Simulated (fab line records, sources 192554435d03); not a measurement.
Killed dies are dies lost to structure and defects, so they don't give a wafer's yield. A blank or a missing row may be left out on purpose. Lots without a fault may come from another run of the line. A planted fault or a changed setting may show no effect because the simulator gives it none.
fab line records | flow n5_finfet
record lots=11 wafers=32 last_day=17
route steps=1938 shown BEOL_M5@1180 BEOL_M6@1194 PASSIVATION@1936
lots that met no fault: from a run of the same line without faults
start_h: hours from the record's first day to the start of the lot's first wafer shown | wait_h: hours since the lot's step before | " the same as in the row above | L1.1+2: a row that stands for several wafers | - no value, or no start given | * or withheld: withheld | < > ~ a bound
route shown NAME@n: a module of which the file shows steps, and the number in the route of the first | usual: mean/standard deviation of fault-free wafers | same: alike in all rows | chamber/n: place in a boat | sites: the reading at each site | _std_site: their standard deviation | _edge_site: outer sites' mean less inner sites' | radius_mm: how far each site lies from the wafer's centre | mask NAME#n: copy n | behind: the tool/chamber that last shaped the wafer | hold: why the lot was held/for how many hours/how that ended | device: the transistor (n, p or np) that didn't switch | end of line: the same wafers' tests at the end of the route | a step without rows: its recipe alone | killed: dies lost to structure and defects at the first sort, not the wafer's yield | map: a wafer's dies, x killed, . not, _ none there
set.NAME: the setting as run; set.NAME@STEP: as run at that earlier step | model.NAME: the simulator's own value behind a step, which no gauge read
steps of the route over a sample of lots; a table a step, a row a wafer
services: from which hour (start_h, from the record's first day; less than 0 if before it) a tool's chamber was out of use, for how many hours, and why
## steps
# step N5_BEOL_M5_ANNEAL_84
# recipe temp_c=400 time_s=1800 ambient=vacuum
# usual heater_power_w=846/140 susceptor_temp_C=399.97/0.23
# columns lot.wafer tool chamber start_h wait_h heater_power_w susceptor_temp_C
L509.2 pvd_sputter-02 - 185.90 0.0 800 399.70
L509.3 " - " " 607 399.81
L509.5 " - " " 960 400.07
L510.1 pvd_sputter-01 - 186.65 0.0 935 399.75
L510.3 " - " " 838 400.02
L510.5 " - " " 818 399.55
L513.1 pvd_sputter-03 - 210.01 0.0 686 399.92
L513.6 " - " " 880 399.85
L516.2 pvd_sputter-01 - 211.97 0.0 798 400.41
L516.3 " - " " 829 399.86
L516.5 " - " " 846 399.91
L519.2 pvd_sputter-02 - 239.16 0.0 1050 400.18
L519.3 " - " " 573 400.61
L519.5 " - " " 942 399.93
L518.2 pvd_sputter-01 - 239.50 0.0 842 400.05
L518.4 " - " " 794 400.23
L518.5 " - " " 803 400.58
L520.3 pvd_sputter-03 - 244.48 0.0 889 400.11
L520.4 " - " " 827 400.13
L520.6 " - " " 691 399.90
L521.1 pvd_sputter-02 - 248.05 0.0 948 399.63
L521.3 " - " " 792 399.69
L521.4 " - " " 1068 399.55
L528.2 pvd_sputter-03 - 292.32 0.0 1092 400.05
L528.4 " - " " 881 399.95
L528.5 " - " " 682 399.79
L530.1 pvd_sputter-03 - 302.30 0.0 860 399.59
L530.3 " - " " 671 400.27
L530.4 " - " " 841 399.83
L529.1 pvd_sputter-02 - 302.67 0.0 954 400.57
L529.4 " - " " 774 400.34
L529.6 " - " " 584 400.03
# step N5_BEOL_M5_INSPECT_58
# recipe inspect_instrument=darkfield mode=post_dep
# usual raw_defect_count=77/26
# columns lot.wafer tool chamber start_h wait_h raw_defect_count
L509.2 defect_inspect-01 - 190.88 0.0 48
L509.3 " - " " 50
L509.5 " - " " 75
L510.1 defect_inspect-01 - 194.55 0.0 64
L510.3 " - " " 77
L510.5 " - " " 76
L513.1 defect_inspect-01 - 213.31 0.0 110
L513.6 " - " " 98
L516.2 defect_inspect-01 - 215.14 0.0 134
L516.3 " - " " 134
L516.5 " - " " 153
L519.2 defect_inspect-01 - 242.43 0.0 120
L519.3 " - " " 94
L519.5 " - " " 88
L518.2 defect_inspect-01 - 242.89 0.0 74
L518.4 " - " " 97
L518.5 " - " " 101
L520.3 defect_inspect-01 - 247.68 0.0 69
L520.4 " - " " 85
L520.6 " - " " 69
L521.1 defect_inspect-02 - 251.22 0.0 73
L521.3 " - " " 38
L521.4 " - " " 36
L528.2 defect_inspect-02 - 295.50 0.0 70
L528.4 " - " " 80
L528.5 " - " " 72
L530.1 defect_inspect-02 - 305.52 0.0 79
L530.3 " - " " 52
L530.4 " - " " 43
L529.1 defect_inspect-02 - 306.06 0.0 43
L529.4 " - " " 74
L529.6 " - " " 78
# step N5_BEOL_M6_ILD_DEP_00
# recipe material=SiCOH_lowk target_thk_a=1797.5 temp_c=300 precursor=DEMS/porogen pressure_torr=5 rf_w=500 time_s=33.4
# usual heater_power_w=286/49 showerhead_plenum_p_Torr=5.745/0.011 showerhead_vpp_V=1402/55 susceptor_temp_C=300.00/0.17 throttle_valve_pct=14.1/0.78
# columns lot.wafer tool chamber start_h wait_h heater_power_w showerhead_plenum_p_Torr showerhead_vpp_V susceptor_temp_C throttle_valve_pct
L509.2 pecvd-01 0 190.92 0.0 366 5.752 1442 300.16 14.8
L509.3 " 2 " " 308 5.757 1515 299.98 13.0
L509.5 " 2 " " 308 5.746 1496 300.20 13.6
L510.1 pecvd-04 1 194.59 0.0 251 5.739 1366 300.19 14.9
L510.3 " 2 " " 264 5.755 1341 299.94 13.1
L510.5 " 1 " " 268 5.747 1360 300.30 14.7
L513.1 pecvd-04 0 213.34 0.0 242 5.754 1400 300.32 14.9
L513.6 " 2 " " 249 5.750 1343 300.22 13.2
L516.2 pecvd-04 1 215.18 0.0 301 5.753 1346 299.97 14.8
L516.3 " 0 " " 251 5.750 1454 300.17 14.8
L516.5 " 0 " " 251 5.757 1439 300.12 15.0
L519.2 pecvd-03 0 242.47 0.0 294 5.752 1324 300.04 13.5
L519.3 " 1 " " 221 5.732 1402 299.87 13.7
L519.5 " 0 " " 276 5.748 1325 300.09 13.4
L518.2 pecvd-04 1 242.92 0.0 295 5.742 1373 300.05 14.4
L518.4 " 1 " " 305 5.752 1378 299.91 14.6
L518.5 " 2 " " 246 5.715 1330 300.06 13.3
L520.3 pecvd-04 1 247.72 0.0 275 5.740 1386 299.98 14.7
L520.4 " 1 " " 276 5.739 1373 299.82 14.8
L520.6 " 2 " " 246 5.748 1347 299.78 13.3
L521.1 pecvd-03 0 251.26 0.0 280 5.747 1344 299.73 13.5
L521.3 " 2 " " 314 5.724 1398 299.85 13.0
L521.4 " 2 " " 316 5.746 1399 299.78 13.3
L528.2 pecvd-04 1 295.53 0.0 285 5.745 1353 300.01 14.6
L528.4 " 0 " " 218 5.740 1432 300.01 14.7
L528.5 " 0 " " 232 5.773 1436 299.91 15.1
L530.1 pecvd-04 0 305.55 0.0 243 5.759 1426 299.97 15.1
L530.3 " 1 " " 303 5.736 1362 300.18 14.6
L530.4 " 1 " " 307 5.747 1370 299.83 14.6
L529.1 pecvd-04 2 306.09 0.0 303 5.727 1340 299.83 12.5
L529.4 " 0 " " 259 5.751 1461 299.99 14.9
L529.6 " 1 " " 257 5.745 1378 300.09 14.4
# step N5_BEOL_M6_THK_MEAS_01
# recipe reads=SiCOH_lowk_of_BEOL_M6_ILD_DEP_00
# usual M6_ILD_THK=157.0/2.5
# columns lot.wafer tool chamber start_h wait_h M6_ILD_THK[nm]
L509.2 film_metro-02 - 191.51 0.4 153.8
L509.3 " - " " 154.3
L509.5 " - " " 153.6
L510.1 film_metro-01 - 195.30 0.4 158.5
L510.3 " - " " 159.3
L510.5 " - " " 159.4
L513.1 film_metro-02 - 213.92 0.4 158.4
L513.6 " - " " 159.5
L516.2 film_metro-02 - 215.76 0.4 159.1
L516.3 " - " " 157.2
L516.5 " - " " 159.8
L519.2 film_metro-01 - 243.04 0.4 153.8
L519.3 " - " " 155.7
L519.5 " - " " 156.0
L518.2 film_metro-01 - 243.98 0.7 153.1
L518.4 " - " " 157.9
L518.5 " - " " 156.7
L520.3 film_metro-02 - 248.29 0.3 153.7
L520.4 " - " " 155.4
L520.6 " - " " 155.0
L521.1 film_metro-02 - 252.31 0.8 154.3
L521.3 " - " " 158.5
L521.4 " - " " 161.4
L528.2 film_metro-02 - 296.13 0.4 157.5
L528.4 " - " " 160.2
L528.5 " - " " 160.1
L530.1 film_metro-01 - 306.13 0.4 158.3
L530.3 " - " " 134.4
L530.4 " - " " 137.6
L529.1 film_metro-02 - 306.67 0.4 154.6
L529.4 " - " " 159.7
L529.6 " - " " 134.5
# step N5_BEOL_M6_PECVD_70
# recipe material=SiO2 target_thk_a=200 temp_c=400 precursor=TEOS/O2 pressure_torr=5.5 rf_w=450 teos_flow_sccm=53.8 gas=O2 flow_sccm=3000 time_s=22.7
# usual heater_power_w=687/100 showerhead_plenum_p_Torr=8.80/0.032 showerhead_vpp_V=1340/57 susceptor_temp_C=400.01/0.22 throttle_valve_pct=22.6/1.1
# columns lot.wafer tool chamber start_h wait_h heater_power_w showerhead_plenum_p_Torr showerhead_vpp_V susceptor_temp_C throttle_valve_pct
L509.2 pecvd-04 1 191.54 0.0 636 8.75 1296 399.75 23.6
L509.3 " 0 " " 659 8.85 1368 399.95 24.0
L509.5 " 2 " " 609 8.78 1270 400.35 21.0
L510.1 pecvd-01 1 195.34 0.0 922 8.81 1387 399.67 22.9
L510.3 " 2 " " 683 8.84 1453 400.24 21.1
L510.5 " 1 " " 934 8.82 1389 399.70 22.8
L513.1 pecvd-01 1 213.96 0.0 888 8.77 1394 400.31 22.9
L513.6 " 0 " " 751 8.85 1368 400.05 23.7
L516.2 pecvd-03 1 215.79 0.0 574 8.78 1314 399.90 22.5
L516.3 " 0 " " 659 8.78 1247 399.58 22.0
L516.5 " 0 " " 650 8.79 1274 399.72 21.9
L519.2 pecvd-04 2 243.08 0.0 565 8.79 1283 399.91 21.3
L519.3 " 1 " " 668 8.76 1281 399.93 23.8
L519.5 " 2 " " 563 8.81 1279 400.19 21.5
L518.2 pecvd-01 2 244.02 0.0 703 8.83 1430 400.00 21.4
L518.4 " 1 " " 918 8.79 1401 400.16 23.1
L518.5 " 0 " " 767 8.84 1338 399.92 23.7
L520.3 pecvd-01 2 248.33 0.0 696 8.83 1440 399.97 21.7
L520.4 " 2 " " 696 8.83 1426 399.76 21.4
L520.6 " 0 " " 690 8.83 1357 400.29 24.0
L521.1 pecvd-04 2 252.35 0.0 640 8.80 1265 399.93 21.4
L521.3 " 0 " " 592 8.85 1355 400.46 24.2
L521.4 " 0 " " 611 8.85 1345 400.57 23.7
L528.2 pecvd-03 0 296.17 0.0 666 8.81 1261 399.80 21.9
L528.4 " 0 " " 631 8.78 1278 399.74 21.9
L528.5 " 1 " " 472 8.78 1345 400.49 23.1
L530.1 pecvd-03 2 306.17 0.0 775 8.76 1335 400.11 21.5
L530.3 " 1 " " 545 8.80 1343 400.05 23.0
L530.4 " 2 " " 756 8.76 1344 400.04 21.5
L529.1 pecvd-04 1 306.71 0.0 691 8.80 1307 400.06 23.7
L529.4 " 1 " " 700 8.76 1278 399.97 23.7
L529.6 " 0 " " 656 8.83 1363 400.14 24.4
# step N5_PASSIVATION_PROBE_49
# usual defect_limited_yield=91.4/1.5 killed_at_M0_to_M3=36/11 killed_at_M4_up=14/6 killed_at_contacts=11/6 killed_at_front_end=37/11 killed_at_other=4/3.4 killed_dies=102/18 killed_open=66/13 killed_short=34/7.8 sort_bin_4_leakage=0.00/0.017 sort_bin_5_function=5.0/0.97 sort_bin_6_memory=3.2/0.7 sort_n_pass=1078/19 sort_yield_pct=91.3/1.6
# same gross_dies=1180 killed_at_back_side=0 sort_bin_8_speed[%]=0
# columns lot.wafer tool chamber start_h wait_h defect_limited_yield[%] killed_at_M0_to_M3 killed_at_M4_up killed_at_contacts killed_at_front_end killed_at_other killed_dies killed_open killed_short sort_bin_4_leakage[%] sort_bin_5_function[%] sort_bin_6_memory[%] sort_n_pass sort_yield_pct[%]
L509.2 prober-02 - 281.74 0.1 90.3 43 23 18 29 2 115 83 30 0 5.8 3.6 1065 90.3
L509.3 prober-02 - 281.79 0.1 90.7 38 16 5 45 6 110 71 35 0 5.7 3.5 1070 90.7
L509.5 prober-02 - 281.89 0.2 92.3 28 13 5 41 4 91 61 27 0 4.3 3.1 1089 92.3
L510.1 prober-01 - 286.92 0.0 92.9 28 16 5 34 1 84 57 24 0 4.3 2.5 1096 92.9
L510.3 prober-01 - 287.02 0.1 93.4 22 6 8 34 8 78 42 34 0 3.3 2.8 1102 93.4
L510.5 prober-01 - 287.12 0.2 92.7 27 14 12 31 2 86 57 26 0 4.2 2.9 1094 92.7
L516.2 prober-01 - 306.32 0.1 90.9 41 20 20 26 0 107 76 30 0 6.0 2.8 1073 90.9
L516.3 prober-01 - 306.37 0.1 91.6 38 28 5 26 2 99 76 19 0 5.3 2.9 1081 91.6
L516.5 prober-01 - 306.47 0.2 93.2 23 9 14 31 3 80 56 23 0 4.1 2.4 1100 93.2
L513.1 prober-01 - 307.61 0.0 91.6 44 7 8 39 1 99 71 28 0 5.0 3.0 1081 91.6
L513.6 prober-01 - 307.86 0.3 90.3 32 7 12 55 8 114 72 39 0 5.0 4.3 1066 90.3
L519.2 prober-01 - 332.22 0.1 88.1 76 12 9 44 0 141 94 47 0 7.5 4.4 1039 88.1
L519.3 prober-01 - 332.27 0.1 90.8 33 14 8 45 8 108 74 28 0 5.3 3.3 1072 90.8
L519.5 prober-01 - 332.37 0.2 88.6 40 4 4 77 9 134 95 39 0.08 6.3 4.7 1045 88.6
L518.2 prober-02 - 332.48 0.1 93.2 39 6 9 25 1 80 51 28 0 3.5 3.1 1100 93.2
L518.4 prober-02 - 332.58 0.2 91.5 52 15 7 21 5 100 68 31 0 5.0 3.3 1080 91.5
L518.5 prober-02 - 332.63 0.2 93.1 42 8 8 21 3 82 59 20 0 4.2 2.6 1098 93.1
L520.3 prober-02 - 343.39 0.1 93.2 28 10 7 31 4 80 51 28 0 3.6 3.1 1100 93.2
L520.4 prober-02 - 343.44 0.2 93.6 25 6 9 34 1 75 47 28 0.08 3.4 2.7 1104 93.6
L520.6 prober-02 - 343.54 0.3 93.3 33 13 9 22 2 79 47 24 0 4.1 2.5 1101 93.3
L521.1 prober-02 - 344.63 0.8 92.6 34 17 4 25 7 87 47 39 0 4.5 2.5 1093 92.6
L521.3 prober-02 - 344.73 0.9 92.5 36 14 6 31 2 89 48 41 0 3.6 3.7 1091 92.5
L521.4 prober-02 - 344.78 0.9 89.1 39 19 7 61 3 129 78 49 0 6.5 3.9 1051 89.1
L528.2 prober-02 - 390.76 0.1 93.1 15 9 4 43 10 81 37 28 0 3.7 2.2 1099 93.1
L528.4 prober-02 - 390.86 0.2 95.1 16 10 3 26 3 58 34 24 0 3.1 1.7 1122 95.1
L528.5 prober-02 - 390.91 0.2 93.2 28 10 10 27 5 80 45 33 0 3.9 2.7 1100 93.2
L530.1 prober-01 - 395.07 0.0 91.0 23 16 13 54 0 106 71 33 0 5.5 3.4 1074 91.0
L530.3 prober-01 - 395.17 0.1 93.2 20 18 12 29 1 80 50 23 0 3.9 2.0 1100 93.2
L530.4 prober-01 - 395.22 0.2 91.5 37 7 16 37 3 100 68 32 0 5.4 2.3 1080 91.5
L529.1 prober-02 - 397.03 0.0 91.8 14 18 6 44 15 97 65 32 0 5.2 3.1 1083 91.8
L529.4 prober-02 - 397.18 0.2 90.9 47 8 12 34 6 107 74 28 0 4.8 3.9 1073 90.9
L529.6 prober-02 - 397.28 0.3 92.7 30 11 9 29 7 86 65 19 0 4.2 2.7 1094 92.7
# killed by level:class
L509.2 MOL_CONTACT_COAG:geometric_particle:open=13 BEOL_M1:geometric_particle:open=13 BEOL_M4:geometric_particle:open=11 STI_FIN_REVEAL:geometric_particle:open=10 BEOL_M0_SAQP:geometric_particle:short=9 BEOL_M3:geometric_particle:open=7 BEOL_M0_SAQP:geometric_particle:open=6 FIN_SAQP:geometric_particle:open=5
L509.3 STI_FIN_REVEAL:geometric_particle:open=13 FIN_SAQP:geometric_particle:open=9 BEOL_M3:geometric_particle:open=7 BEOL_M0_SAQP:geometric_particle:open=6 FIN_SAQP:geometric_particle:short=5 BEOL_M0_SAQP:geometric_particle:short=5 BEOL_M1:geometric_particle:open=5 BEOL_M8:geometric_particle:open=5
L509.5 FIN_SAQP:geometric_particle:open=10 BEOL_M0_SAQP:geometric_particle:open=9 FIN_SAQP:geometric_particle:short=6 STI_FIN_REVEAL:geometric_particle:open=5 GATE_CUT:geometric_particle:short=5 BEOL_M3:geometric_particle:open=5 BEOL_M4:geometric_particle:open=5 STARTING-WAFER:geometric_particle:short=4
L510.1 BEOL_M0_SAQP:geometric_particle:open=8 BEOL_M3:geometric_particle:open=7 FIN_SAQP:geometric_particle:short=6 STI_FIN_REVEAL:geometric_particle:open=6 MOL_CONTACT_COAG:geometric_particle:open=5 BEOL_M2:geometric_particle:open=5 FIN_SAQP:geometric_particle:open=4 DUMMY_GATE:geometric_particle:open=4
L510.3 FIN_SAQP:geometric_particle:short=9 FIN_SAQP:geometric_particle:open=6 MOL_CONTACT_COAG:geometric_particle:open=6 BEOL_M2:geometric_particle:open=5 BEOL_M3:geometric_particle:open=5 ILD0:geometric_particle:short=4 GATE_CUT:geometric_particle:open=3 GATE_CUT:geometric_particle:short=3
L510.5 MOL_CONTACT_COAG:geometric_particle:open=11 BEOL_M3:geometric_particle:open=9 BEOL_M0_SAQP:geometric_particle:short=7 FIN_SAQP:geometric_particle:short=6 DUMMY_GATE:geometric_particle:open=6 STI_FIN_REVEAL:geometric_particle:open=5 BEOL_M2:geometric_particle:open=4 FIN_SAQP:geometric_particle:open=3
L516.2 MOL_CONTACT_COAG:geometric_particle:open=18 BEOL_M1:geometric_particle:open=10 BEOL_M4:geometric_particle:open=10 BEOL_M2:geometric_particle:open=9 FIN_SAQP:geometric_particle:short=7 BEOL_M1:geometric_particle:short=6 STI_FIN_REVEAL:geometric_particle:open=5 BEOL_M0_SAQP:geometric_particle:short=4
L516.3 BEOL_M4:geometric_particle:open=16 BEOL_M3:geometric_particle:open=12 BEOL_M1:geometric_particle:open=9 BEOL_M0_SAQP:geometric_particle:open=8 DUMMY_GATE:geometric_particle:open=6 BEOL_M5:geometric_particle:open=5 FIN_SAQP:geometric_particle:short=4 MOL_CONTACT_COAG:geometric_particle:open=4
L516.5 MOL_CONTACT_COAG:geometric_particle:open=11 BEOL_M3:geometric_particle:open=6 DUMMY_GATE:geometric_particle:open=5 BEOL_M0_SAQP:geometric_particle:open=5 BEOL_M4:geometric_particle:open=5 STI_FIN_REVEAL:geometric_particle:open=4 GATE_CUT:geometric_particle:short=4 BEOL_M2:geometric_particle:open=4
L513.1 BEOL_M2:geometric_particle:open=12 FIN_SAQP:geometric_particle:open=11 MOL_CONTACT_COAG:geometric_particle:open=8 BEOL_M0_SAQP:geometric_particle:open=8 BEOL_M0_SAQP:geometric_particle:short=6 FIN_SAQP:geometric_particle:short=5 DUMMY_GATE:geometric_particle:open=4 BEOL_M0:geometric_particle:open=4
L513.6 FIN_SAQP:geometric_particle:open=17 FIN_SAQP:geometric_particle:short=11 BEOL_M0_SAQP:geometric_particle:open=9 DUMMY_GATE:geometric_particle:open=7 MOL_CONTACT_COAG:geometric_particle:open=7 BEOL_M0_SAQP:geometric_particle:short=6 STI_FIN_REVEAL:geometric_particle:open=5 BEOL_M2:geometric_particle:open=5
L519.2 BEOL_M1:geometric_particle:open=18 BEOL_M2:geometric_particle:open=14 FIN_SAQP:geometric_particle:open=12 BEOL_M0_SAQP:geometric_particle:short=12 FIN_SAQP:geometric_particle:short=10 BEOL_M0_SAQP:geometric_particle:open=10 STI_FIN_REVEAL:geometric_particle:open=9 BEOL_M1:geometric_particle:short=8
L519.3 FIN_SAQP:geometric_particle:open=13 BEOL_M2:geometric_particle:open=10 BEOL_M1:geometric_particle:open=8 BEOL_M4:geometric_particle:open=8 DUMMY_GATE:geometric_particle:open=7 MOL_CONTACT_COAG:geometric_particle:open=6 PASS1_CAP:geometric_particle:short=6 HKMG_FIN:area_etch=5
L519.5 FIN_SAQP:geometric_particle:open=33 BEOL_M1:geometric_particle:open=16 FIN_SAQP:geometric_particle:short=15 BEOL_M2:geometric_particle:open=11 STI_FIN_REVEAL:geometric_particle:open=10 DUMMY_GATE:geometric_particle:open=8 GATE_CUT:geometric_particle:short=6 BEOL_M2:geometric_particle:short=5
L518.2 BEOL_M3:geometric_particle:open=13 BEOL_M0_SAQP:geometric_particle:short=9 MOL_CONTACT_COAG:geometric_particle:open=8 BEOL_M0_SAQP:geometric_particle:open=7 GATE_CUT:geometric_particle:short=5 GATE_CUT:geometric_particle:open=3 BEOL_M0:geometric_particle:open=3 BEOL_M4:geometric_particle:open=3
L518.4 BEOL_M0_SAQP:geometric_particle:open=13 BEOL_M0_SAQP:geometric_particle:short=12 MOL_CONTACT_COAG:geometric_particle:open=7 FIN_SAQP:geometric_particle:open=6 BEOL_M1:geometric_particle:open=6 BEOL_M2:geometric_particle:open=6 FIN_SAQP:geometric_particle:short=5 BEOL_M0:geometric_particle:open=4
L518.5 BEOL_M0_SAQP:geometric_particle:open=15 BEOL_M0_SAQP:geometric_particle:short=8 BEOL_M3:geometric_particle:open=8 MOL_CONTACT_COAG:geometric_particle:open=6 BEOL_M0:geometric_particle:open=4 STARTING-WAFER:geometric_particle:open=4 DUMMY_GATE:geometric_particle:open=3 FIN_SAQP:geometric_particle:open=2
L520.3 FIN_SAQP:geometric_particle:open=14 BEOL_M2:geometric_particle:open=10 MOL_CONTACT_COAG:geometric_particle:open=6 BEOL_M1:geometric_particle:open=5 BEOL_M1:geometric_particle:short=5 FIN_SAQP:geometric_particle:short=4 SPACER0:geometric_particle:short=3 BEOL_M4:geometric_particle:open=3
L520.4 FIN_SAQP:geometric_particle:open=7 BEOL_M0_SAQP:geometric_particle:short=6 MOL_CONTACT_COAG:geometric_particle:open=5 BEOL_M2:geometric_particle:open=5 STI_FIN_REVEAL:geometric_particle:open=4 GATE_CUT:geometric_particle:short=4 GATE_CUT:geometric_particle:open=4 MOL_CONTACT_COAG:geometric_particle:short=4
L520.6 MOL_CONTACT_COAG:geometric_particle:open=6 BEOL_M0_SAQP:geometric_particle:short=6 BEOL_M1:geometric_particle:open=6 BEOL_M2:geometric_particle:open=6 BEOL_M0_SAQP:geometric_particle:open=5 STI_FIN_REVEAL:geometric_particle:open=4 DUMMY_GATE:geometric_particle:open=4 BEOL_M3:geometric_particle:open=4
L521.1 BEOL_M4:geometric_particle:open=10 BEOL_M3:geometric_particle:short=8 FIN_SAQP:geometric_particle:open=7 FIN_SAQP:geometric_particle:short=5 BEOL_M0_SAQP:geometric_particle:open=5 BEOL_M0_SAQP:geometric_particle:short=5 BEOL_M3:geometric_particle:open=5 BEOL_M1:geometric_particle:open=4
L521.3 BEOL_M0_SAQP:geometric_particle:short=11 BEOL_M0_SAQP:geometric_particle:open=8 FIN_SAQP:geometric_particle:open=7 FIN_SAQP:geometric_particle:short=6 STI_FIN_REVEAL:geometric_particle:open=5 MOL_CONTACT_COAG:geometric_particle:open=5 BEOL_M1:geometric_particle:open=5 GATE_CUT:geometric_particle:short=4
L521.4 FIN_SAQP:geometric_particle:open=24 FIN_SAQP:geometric_particle:short=13 BEOL_M0_SAQP:geometric_particle:short=13 BEOL_M0_SAQP:geometric_particle:open=12 BEOL_M4:geometric_particle:open=12 GATE_CUT:geometric_particle:short=7 MOL_CONTACT_COAG:geometric_particle:open=6 BEOL_M4:geometric_particle:short=6
L528.2 FIN_SAQP:geometric_particle:open=9 HKMG_FIN:area_etch=7 ILD0:geometric_particle:short=5 BEOL_M4:geometric_particle:open=5 FIN_SAQP:geometric_particle:short=4 PASSIVATION:area_etch=4 DUMMY_GATE:geometric_particle:open=3 ILD0:geometric_particle:open=3
L528.4 DUMMY_GATE:geometric_particle:open=8 FIN_SAQP:geometric_particle:short=6 BEOL_M1:geometric_particle:short=5 BEOL_M2:geometric_particle:open=5 BEOL_M4:geometric_particle:open=4 FIN_SAQP:geometric_particle:open=3 BEOL_M5:geometric_particle:open=3 GATE_CUT:geometric_particle:short=2
L528.5 DUMMY_GATE:geometric_particle:open=7 MOL_CONTACT_COAG:geometric_particle:open=7 BEOL_M0_SAQP:geometric_particle:short=6 BEOL_M0_SAQP:geometric_particle:open=6 FIN_SAQP:geometric_particle:short=5 BEOL_M1:geometric_particle:open=5 BEOL_M3:geometric_particle:open=4 STARTING-WAFER:geometric_particle:short=4
L530.1 FIN_SAQP:geometric_particle:short=15 FIN_SAQP:geometric_particle:open=13 STI_FIN_REVEAL:geometric_particle:open=12 MOL_CONTACT_COAG:geometric_particle:open=10 BEOL_M4:geometric_particle:open=9 BEOL_M2:geometric_particle:open=8 BEOL_M3:geometric_particle:open=6 BEOL_M0_SAQP:geometric_particle:short=5
L530.3 FIN_SAQP:geometric_particle:open=11 MOL_CONTACT_COAG:geometric_particle:open=8 FIN_SAQP:geometric_particle:short=7 BEOL_M3:geometric_particle:open=6 BEOL_M4:geometric_particle:open=5 BEOL_M6:area_dep=5 MOL_CONTACT_COAG:geometric_particle:short=4 BEOL_M0_SAQP:geometric_particle:short=4
L530.4 MOL_CONTACT_COAG:geometric_particle:open=15 BEOL_M0_SAQP:geometric_particle:open=15 FIN_SAQP:geometric_particle:open=12 FIN_SAQP:geometric_particle:short=9 BEOL_M0_SAQP:geometric_particle:short=7 BEOL_M1:geometric_particle:open=6 STARTING-WAFER:geometric_particle:short=4 GATE_CUT:geometric_particle:short=3
L529.1 STI_FIN_REVEAL:geometric_particle:open=11 BEOL_M4:geometric_particle:open=7 FIN_SAQP:geometric_particle:open=6 DUMMY_GATE:geometric_particle:open=6 MOL_CONTACT_COAG:geometric_particle:open=6 PASS1_CAP:geometric_particle:open=6 STI_FIN_REVEAL:geometric_particle:short=5 BEOL_M0:geometric_particle:open=4
L529.4 BEOL_M0_SAQP:geometric_particle:short=12 MOL_CONTACT_COAG:geometric_particle:open=11 BEOL_M0_SAQP:geometric_particle:open=10 BEOL_M2:geometric_particle:open=9 FIN_SAQP:geometric_particle:open=8 BEOL_M3:geometric_particle:open=7 DUMMY_GATE:geometric_particle:open=6 FIN_SAQP:geometric_particle:short=3
L529.6 STI_FIN_REVEAL:geometric_particle:open=10 BEOL_M1:geometric_particle:open=8 MOL_CONTACT_COAG:geometric_particle:open=7 BEOL_M2:geometric_particle:open=7 BEOL_M3:geometric_particle:open=6 DUMMY_GATE:geometric_particle:open=5 BEOL_M0_SAQP:geometric_particle:open=5 BEOL_M4:geometric_particle:open=5
## services
# columns tool chamber start_h hours kind
pecvd-04 2 170.47 2.1 scheduled_down
pecvd-03 2 183.26 5.5 scheduled_down
pvd_sputter-01 - 194.09 0.8 repair
pecvd-03 1 196.50 16.5 scheduled_down
pecvd-03 2 213.00 - clean
pecvd-03 2 213.00 - consumable_replace:showerhead
pecvd-03 2 213.00 29.0 scheduled_down
pecvd-03 2 213.00 29.0 vent_cycle
pecvd-01 2 261.82 2.1 scheduled_down
pecvd-04 2 272.32 2.5 repair
pecvd-03 1 275.80 7.2 repair
pecvd-01 0 294.15 5.0 scheduled_down
pecvd-01 2 298.12 1.9 repair
pecvd-01 - 301.37 14.6 pm
pecvd-03 0 304.17 5.5 scheduled_down
## key
first_sign step=N5_BEOL_M6_THK_MEAS_01 reading=M6_ILD_THK direction=down sigmas=8.5 usual=157.0 struck=135.5
effect none on later readings
met_at N5_BEOL_M6_ILD_DEP_00
struck_lots L529,L530
struck_wafers L529.6,L530.3,L530.4
not_acting_at N5_BEOL_M5_ANNEAL_84,N5_BEOL_M5_INSPECT_58,N5_BEOL_M6_PECVD_70
onset_between 295.53 305.55
fault kind=site_profile_drift tool=pecvd-04 chamber=1 onset_h=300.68 steps=N5_BEOL_M6_ILD_DEP_00 basis=fraction max_abs_drift=0.29642 slope_share_per_hr=65.87 site_pattern=0,0,0,0,0,-1,-1,-1,-1
